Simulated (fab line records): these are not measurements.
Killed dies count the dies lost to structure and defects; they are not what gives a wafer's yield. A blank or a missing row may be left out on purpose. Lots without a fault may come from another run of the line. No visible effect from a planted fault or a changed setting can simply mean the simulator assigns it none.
Matching of chambers || flow nand harc || cmp-02 running NHARC_A_STAIRCASE_CMP_472: 4 sister chambers
The step polishes SiO2. 16 wafers are shown with their chamber, then 8 later ones without.

## WAFERS PAIRED WITH THEIR CHAMBERS
{"wafer": "L076.1", "chamber": 2, "motor current A (A)": 11.9}
{"wafer": "L076.3", "chamber": 1, "motor current A (A)": 12.2}
{"wafer": "L076.5", "chamber": 2, "motor current A (A)": 11.9}
{"wafer": "L079.2", "chamber": 2, "motor current A (A)": 11.8}
{"wafer": "L079.3", "chamber": 3, "motor current A (A)": 10.9}
{"wafer": "L079.4", "chamber": 1, "motor current A (A)": 12.0}
{"wafer": "L081.3", "chamber": 1, "motor current A (A)": 11.6}
{"wafer": "L081.4", "chamber": 3, "motor current A (A)": 11.5}
{"wafer": "L081.6", "chamber": 0, "motor current A (A)": 13.4}
{"wafer": "L086.1", "chamber": 1, "motor current A (A)": 11.8}
{"wafer": "L086.2", "chamber": 0, "motor current A (A)": 12.8}
{"wafer": "L086.3", "chamber": 2, "motor current A (A)": 11.6}
{"wafer": "L087.3", "chamber": 3, "motor current A (A)": 11.4}
{"wafer": "L087.4", "chamber": 0, "motor current A (A)": 13.3}
{"wafer": "L087.6", "chamber": 2, "motor current A (A)": 12.1}
{"wafer": "L091.1", "chamber": 2, "motor current A (A)": 12.1}

SIGNATURES, as means of the wafers listed above
{"reading": "motor current A", "chamber 0": 13.167, "chamber 1": 11.900, "chamber 2": 11.900, "chamber 3": 11.267, "scatter within a chamber": 0.257}
Rule: for each reading, subtract the chamber's mean from the wafer's reading, divide by that reading's scatter and square the result; add these up over the readings and take the root, which gives the wafer's distance from the chamber. The wafer belongs to the nearest chamber; if the next one is less than 2 further off, it can't be placed. The scatter: take each reading less its chamber's mean, square it, sum over the shown wafers, divide by the number of wafers less the number of chambers, and take the root.

## WAFERS WITH NO CHAMBER GIVEN
{"wafer": "L091.5", "motor current A (A)": 11.9}
{"wafer": "L091.6", "motor current A (A)": 12.4}
{"wafer": "L090.2", "motor current A (A)": 13.3}
{"wafer": "L090.4", "motor current A (A)": 11.7}
{"wafer": "L090.5", "motor current A (A)": 11.7}
{"wafer": "L090.1", "motor current A (A)": 12.5}
{"wafer": "L090.3", "motor current A (A)": 11.6}
{"wafer": "L090.6", "motor current A (A)": 11.5}

## EACH ONE'S CHAMBER
{"wafer": "L091.5", "from the rows above": "can't be placed: 1 or 2", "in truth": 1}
{"wafer": "L091.6", "from the rows above": "can't be placed: 1 or 2 or 0", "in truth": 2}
{"wafer": "L090.2", "from the rows above": 0, "in truth": 0}
{"wafer": "L090.4", "from the rows above": "can't be placed: 1 or 2 or 3", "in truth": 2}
{"wafer": "L090.5", "from the rows above": "can't be placed: 1 or 2 or 3", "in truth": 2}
{"wafer": "L090.1", "from the rows above": "can't be placed: 1 or 2 or 0", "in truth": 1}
{"wafer": "L090.3", "from the rows above": "can't be placed: 1 or 2 or 3", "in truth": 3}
{"wafer": "L090.6", "from the rows above": "can't be placed: 3 or 1 or 2", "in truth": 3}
Correct placement for 1 of the 8. From these rows, 7 cannot be placed; in 7 the true chamber is one of the candidates. Placed wrongly: 0.
